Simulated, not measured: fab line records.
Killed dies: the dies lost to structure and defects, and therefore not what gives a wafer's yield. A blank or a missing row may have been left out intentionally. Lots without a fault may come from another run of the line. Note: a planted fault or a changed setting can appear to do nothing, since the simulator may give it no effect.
Matching of chambers    flow n5_finfet    N5_BEOL_M2_CO_CAP_55 on cvd_co-01: 3 sister chambers
The step material Co, precursor CCTBA/H2, target thk 2 nm, time 102.1 s. 42 wafers are shown with their chamber, then 12 later ones without.

== WAFERS, EACH WITH ITS CHAMBER ==
wafer   chamber  heater_power_w (W)
L075.1  2        231
L075.2  0        222
L075.3  1        309
L075.4  2        232
L075.5  0        224
L075.6  1        301
L077.1  1        309
L077.2  2        236
L077.3  0        219
L077.4  1        312
L077.5  0        227
L077.6  2        236
L078.2  1        309
L078.4  0        231
L078.5  2        231
L079.1  0        220
L079.2  2        229
L079.3  1        307
L079.4  1        309
L079.5  2        233
L079.6  0        223
L081.1  0        224
L081.4  2        235
L081.5  0        224
L082.1  0        227
L082.3  1        310
L082.5  1        305
L083.1  0        227
L083.5  1        307
L083.6  0        225
L084.2  0        220
L084.3  1        302
L084.5  2        228
L088.1  1        299
L088.4  1        300
L088.5  0        228
L091.3  1        312
L091.4  1        299
L091.6  0        229
L092.3  0        226
L092.4  1        304
L092.6  0        227

SIGNATURES, as means of the wafers listed above
reading         chamber 0  chamber 1  chamber 2  scatter within a chamber
heater_power_w  224.88     305.88     232.33     3.77
Rule: a wafer's distance from a chamber is the root of the sum, over the readings, of the square of ((its reading less the chamber's mean) divided by the reading's scatter). The wafer belongs to the nearest chamber; if the next one is less than 2 further off, it can't be placed. The scatter: take each reading less its chamber's mean, square it, sum over the shown wafers, divide by the number of wafers less the number of chambers, and take the root.

== WAFERS WHOSE CHAMBER IS MISSING ==
wafer   heater_power_w (W)
L093.3  225
L093.4  307
L093.6  225
L094.1  303
L094.5  235
L094.6  228
L096.1  312
L096.5  238
L096.6  309
L097.1  229
L097.2  307
L097.3  223

== CHAMBER TAKEN BY EACH ==
wafer   from the rows above      in truth
L093.3  can't be placed: 0 or 2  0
L093.4  1                        1
L093.6  can't be placed: 0 or 2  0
L094.1  1                        1
L094.5  can't be placed: 2 or 0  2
L094.6  can't be placed: 0 or 2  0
L096.1  1                        1
L096.5  can't be placed: 2 or 0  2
L096.6  1                        1
L097.1  can't be placed: 2 or 0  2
L097.2  1                        1
L097.3  can't be placed: 0 or 2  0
Placed correctly: 5 of 12. These rows do not allow placing 7 (true chamber among the candidates in 7). Number placed wrongly: 0.
